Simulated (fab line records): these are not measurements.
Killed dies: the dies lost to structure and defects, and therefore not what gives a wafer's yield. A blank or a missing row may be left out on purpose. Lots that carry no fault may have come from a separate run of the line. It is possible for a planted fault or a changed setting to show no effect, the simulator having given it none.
Chamber matching | flow n5 finfet | N5_BEOL_M15_ILD_DEP_00 on pecvd-04: 3 sister chambers
The step deposits SiO2 from TEOS/O2, target thk 1629.3 nm, time 346.1 s. 18 wafers are shown with their chamber, then 9 later ones without.

WAFERS, EACH WITH ITS CHAMBER
wafer  | chamber | showerhead plenum p Torr (Torr) | throttle valve pct (%) | heater power w (W)
L074.3 | 2       | 8.29                            | 17.1                   | 565
L074.4 | 1       | 8.30                            | 17.7                   | 465
L074.6 | 2       | 8.31                            | 17.2                   | 445
L076.1 | 1       | 8.29                            | 17.6                   | 462
L076.4 | 0       | 8.39                            | 18.4                   | 504
L076.6 | 1       | 8.30                            | 17.6                   | 461
L080.1 | 1       | 8.29                            | 17.8                   | 602
L080.3 | 2       | 8.29                            | 17.2                   | 570
L080.4 | 0       | 8.41                            | 18.2                   | 637
L081.2 | 0       | 8.40                            | 18.1                   | 622
L081.3 | 2       | 8.31                            | 17.2                   | 547
L081.4 | 1       | 8.30                            | 17.9                   | 574
L087.3 | 0       | 8.43                            | 18.3                   | 498
L087.4 | 2       | 8.30                            | 17.1                   | 567
L087.6 | 2       | 8.30                            | 17.2                   | 443
L082.4 | 0       | 8.42                            | 18.1                   | 657
L082.5 | 0       | 8.40                            | 18.5                   | 511
L082.6 | 2       | 8.29                            | 17.4                   | 438

SIGNATURES (averages over the wafers above)
reading                  | chamber 0 | chamber 1 | chamber 2 | scatter within a chamber
showerhead plenum p Torr | 8.4083    | 8.2960    | 8.2986    | 0.0106
throttle valve pct       | 18.267    | 17.720    | 17.200    | 0.132
heater power w           | 571.50    | 512.80    | 510.71    | 69.4
Rule: a wafer's distance from a chamber is the root of the sum, over the readings, of the square of ((its reading less the chamber's mean) divided by the reading's scatter). If the next closest chamber is less than 2 further off than the closest, the wafer can't be placed; otherwise it belongs to the closest. How the scatter is found: for the shown wafers, subtract from each reading the mean of its chamber, square and add these, divide the total by (wafers less chambers), then take the root.

WAFERS WITH NO CHAMBER GIVEN
wafer  | showerhead plenum p Torr (Torr) | throttle valve pct (%) | heater power w (W)
L091.1 | 8.28                            | 17.3                   | 567
L091.2 | 8.29                            | 17.8                   | 569
L091.3 | 8.33                            | 17.5                   | 441
L090.1 | 8.31                            | 17.7                   | 579
L090.3 | 8.29                            | 17.9                   | 460
L090.6 | 8.29                            | 18.0                   | 563
L097.1 | 8.44                            | 18.3                   | 563
L097.2 | 8.31                            | 17.4                   | 541
L097.5 | 8.31                            | 17.3                   | 436

THE CHAMBER EACH PASSED THROUGH
wafer  | from the rows above     | in truth
L091.1 | can't be placed: 2 or 1 | 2
L091.2 | 1                       | 1
L091.3 | can't be placed: 1 or 2 | 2
L090.1 | 1                       | 1
L090.3 | 1                       | 1
L090.6 | 1                       | 1
L097.1 | 0                       | 0
L097.2 | can't be placed: 2 or 1 | 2
L097.5 | can't be placed: 2 or 1 | 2
Correctly placed: 5 of 9. Not placeable from these rows: 4 (in 4, the candidates include the true chamber). Wrongly placed: 0.
